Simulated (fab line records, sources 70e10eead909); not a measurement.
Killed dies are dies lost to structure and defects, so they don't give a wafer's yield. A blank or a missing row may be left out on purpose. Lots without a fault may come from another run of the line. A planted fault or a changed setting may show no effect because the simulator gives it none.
Chamber matching | flow nand_harc | NHARC_A_CHANNEL_FILL_D2_ETCHBACK_08 on rie_diel-06: 4 sister chambers
The step etches the open film in C4F8, target depth 220 nm, time 110 s. 18 wafers are shown with their chamber, then 9 later ones without.

WAFERS WITH THEIR CHAMBER
wafer  | chamber | rf_vpp_V (V) | oes_product_au (a.u.)
L675.1 | 1       | 441.0        | 0.99
L675.2 | 3       | 440.4        | 0.99
L675.4 | 2       | 436.8        | 0.99
L676.1 | 2       | 437.2        | 0.99
L676.3 | 3       | 441.1        | 0.97
L676.6 | 0       | 442.9        | 0.98
L678.4 | 2       | 438.2        | 0.94
L678.5 | 2       | 437.4        | 0.95
L678.6 | 1       | 442.7        | 0.95
L680.1 | 2       | 437.8        | 0.92
L680.4 | 0       | 445.1        | 0.92
L680.6 | 2       | 436.8        | 0.91
L685.1 | 0       | 444.8        | 0.92
L685.5 | 1       | 442.2        | 0.93
L685.6 | 0       | 446.0        | 0.91
L687.2 | 1       | 442.9        | 0.99
L687.5 | 1       | 441.1        | 0.99
L687.6 | 0       | 445.4        | 0.98

SIGNATURES (means of the wafers above)
reading        | chamber 0 | chamber 1 | chamber 2 | chamber 3 | scatter within a chamber
rf_vpp_V       | 444.840   | 441.980   | 437.367   | 440.750   | 0.863
oes_product_au | 0.9420    | 0.9700    | 0.9500    | 0.9800    | 0.0317
Rule: a wafer's distance from a chamber is the root of the sum, over the readings, of the square of ((its reading less the chamber's mean) divided by the reading's scatter). The wafer belongs to the nearest chamber; if the next one is less than 2 further off, it can't be placed. The scatter: the root of (the sum of the squares of (reading less its chamber's mean) over the shown wafers, divided by (wafers less chambers)).

WAFERS WITHOUT THEIR CHAMBER
wafer  | rf_vpp_V (V) | oes_product_au (a.u.)
L693.2 | 441.8        | 0.92
L693.4 | 438.1        | 0.92
L693.6 | 441.1        | 0.93
L694.1 | 440.8        | 0.94
L694.2 | 442.9        | 0.94
L694.5 | 437.6        | 0.94
L698.2 | 441.6        | 0.93
L698.4 | 441.6        | 0.93
L698.6 | 441.9        | 0.93

WHICH CHAMBER EACH WENT THROUGH
wafer  | from the rows above          | in truth
L693.2 | can't be placed: 1 or 3 or 0 | 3
L693.4 | 2                            | 2
L693.6 | can't be placed: 1 or 3      | 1
L694.1 | can't be placed: 3 or 1      | 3
L694.2 | can't be placed: 1 or 0 or 3 | 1
L694.5 | 2                            | 2
L698.2 | can't be placed: 1 or 3      | 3
L698.4 | can't be placed: 1 or 3      | 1
L698.6 | can't be placed: 1 or 3      | 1
Placed correctly: 2 of 9. Can't be placed from these rows: 7 (the true chamber is among the candidates in 7). Placed wrongly: 0.
